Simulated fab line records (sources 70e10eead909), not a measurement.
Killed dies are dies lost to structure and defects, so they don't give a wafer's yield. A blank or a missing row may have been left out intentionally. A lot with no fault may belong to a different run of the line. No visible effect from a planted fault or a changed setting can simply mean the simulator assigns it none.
Matching of chambers    flow nand-harc    rie-diel-04 running NHARC_A_CONTACT_ETCH_110: 4 sister chambers
The step etches the open film in CF4/O2, target depth 60 nm, overetch 6 nm, time 33 s. 18 wafers are shown with their chamber, then 9 later ones without.

## WAFERS WITH THEIR CHAMBER
wafer   chamber  showerhead-plenum-p-Torr (Torr)  drypump-motor-current-A (A)  rf-vpp-V (V)
L080.1  2        1.28                             6.4                          195.8
L080.2  3        1.25                             5.0                          196.0
L080.6  2        1.28                             6.4                          197.9
L081.1  1        1.34                             5.5                          196.5
L081.4  0        1.40                             6.0                          198.4
L081.5  1        1.34                             5.5                          197.8
L082.3  2        1.28                             6.3                          197.1
L082.4  1        1.34                             5.5                          197.7
L082.5  3        1.24                             5.0                          195.4
L083.3  3        1.24                             5.0                          194.7
L083.4  1        1.34                             5.5                          197.9
L083.6  2        1.28                             6.4                          198.2
L086.1  0        1.40                             6.0                          200.0
L086.3  3        1.24                             5.0                          195.0
L086.4  2        1.28                             6.4                          196.9
L091.2  2        1.28                             6.4                          197.8
L091.3  1        1.34                             5.5                          198.3
L091.4  3        1.24                             5.0                          196.8

SIGNATURES (averages over the wafers above)
reading                   chamber 0  chamber 1  chamber 2  chamber 3  scatter within a chamber
showerhead-plenum-p-Torr  1.4000     1.3400     1.2800     1.2420     0.00239
drypump-motor-current-A   6.000      5.500      6.383      5.000      0.0244
rf-vpp-V                  199.200    197.640    197.283    195.580    0.836
Rule: for a wafer and a chamber, the distance is found by dividing, reading by reading, the gap between the wafer's reading and the chamber's mean by the reading's scatter, squaring, summing and taking the root. If the next closest chamber is less than 2 further off than the closest, the wafer can't be placed; otherwise it belongs to the closest. The scatter: the root of (the sum of the squares of (reading less its chamber's mean) over the shown wafers, divided by (wafers less chambers)).

## WAFERS WITHOUT THEIR CHAMBER
wafer   showerhead-plenum-p-Torr (Torr)  drypump-motor-current-A (A)  rf-vpp-V (V)
L088.2  1.34                             5.5                          198.1
L088.5  1.39                             6.0                          197.7
L088.6  1.34                             5.5                          197.5
L092.2  1.39                             5.9                          199.4
L092.4  1.34                             5.5                          198.1
L092.6  1.34                             5.5                          198.6
L097.1  1.34                             5.5                          198.6
L097.3  1.24                             5.0                          196.7
L097.5  1.28                             6.4                          196.2

## THE CHAMBER EACH PASSED THROUGH
wafer   from the rows above  in truth
L088.2  1                    1
L088.5  0                    0
L088.6  1                    1
L092.2  0                    0
L092.4  1                    1
L092.6  1                    1
L097.1  1                    1
L097.3  3                    3
L097.5  2                    2
Correctly placed: 9 of 9. Can't be placed from these rows: 0. Wrongly placed: 0.
